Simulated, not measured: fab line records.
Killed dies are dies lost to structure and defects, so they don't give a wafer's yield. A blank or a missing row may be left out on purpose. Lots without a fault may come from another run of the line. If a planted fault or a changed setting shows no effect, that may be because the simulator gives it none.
Matching of chambers | flow nand_harc | 4 sister chambers for NHARC_P_M0_ETCH_34 on rie_diel-09
The step etches the open film in N2/H2, target depth 40 nm, overetch 12 nm, time 43.94 s. 8 wafers are shown with their chamber, then 9 later ones without.

## EACH WAFER AND ITS CHAMBER
wafer  | chamber | drypump_motor_current_A (A) | showerhead_plenum_p_Torr (Torr)
L753.6 | 0       | 6.4                         | 2.14
L758.1 | 1       | 6.6                         | 2.00
L758.6 | 3       | 5.4                         | 2.13
L759.1 | 0       | 6.4                         | 2.13
L759.5 | 3       | 5.4                         | 2.13
L760.1 | 2       | 5.1                         | 2.02
L760.3 | 1       | 6.5                         | 2.00
L760.5 | 2       | 5.1                         | 2.02

## WAFERS WITH NO CHAMBER GIVEN
wafer  | drypump_motor_current_A (A) | showerhead_plenum_p_Torr (Torr)
L765.1 | 6.6                         | 2.00
L765.2 | 6.4                         | 2.13
L765.6 | 5.1                         | 2.01
L771.2 | 5.1                         | 2.01
L771.5 | 6.4                         | 2.13
L771.6 | 6.6                         | 2.00
L772.1 | 5.4                         | 2.12
L772.2 | 6.4                         | 2.12
L772.5 | 5.4                         | 2.12

## WHICH CHAMBER EACH ONE RAN IN
wafer  | from the rows above | in truth
L765.1 | 1                   | 1
L765.2 | 0                   | 0
L765.6 | 2                   | 2
L771.2 | 2                   | 2
L771.5 | 0                   | 0
L771.6 | 1                   | 1
L772.1 | 3                   | 3
L772.2 | 0                   | 0
L772.5 | 3                   | 3
9 of 9 placed correctly. From these rows, 0 cannot be placed. 0 placed wrongly.
How it was worked out, from the rows above alone: a wafer's distance from a chamber is the root of the sum, over the readings, of the square of ((its reading less the chamber's mean) divided by the reading's scatter). The wafer belongs to the nearest chamber; if the next one is less than 2 further off, it can't be placed. Each chamber's mean is taken over the wafers shown for it. How the scatter is found: for the shown wafers, subtract from each reading the mean of its chamber, square and add these, divide the total by (wafers less chambers), then take the root.
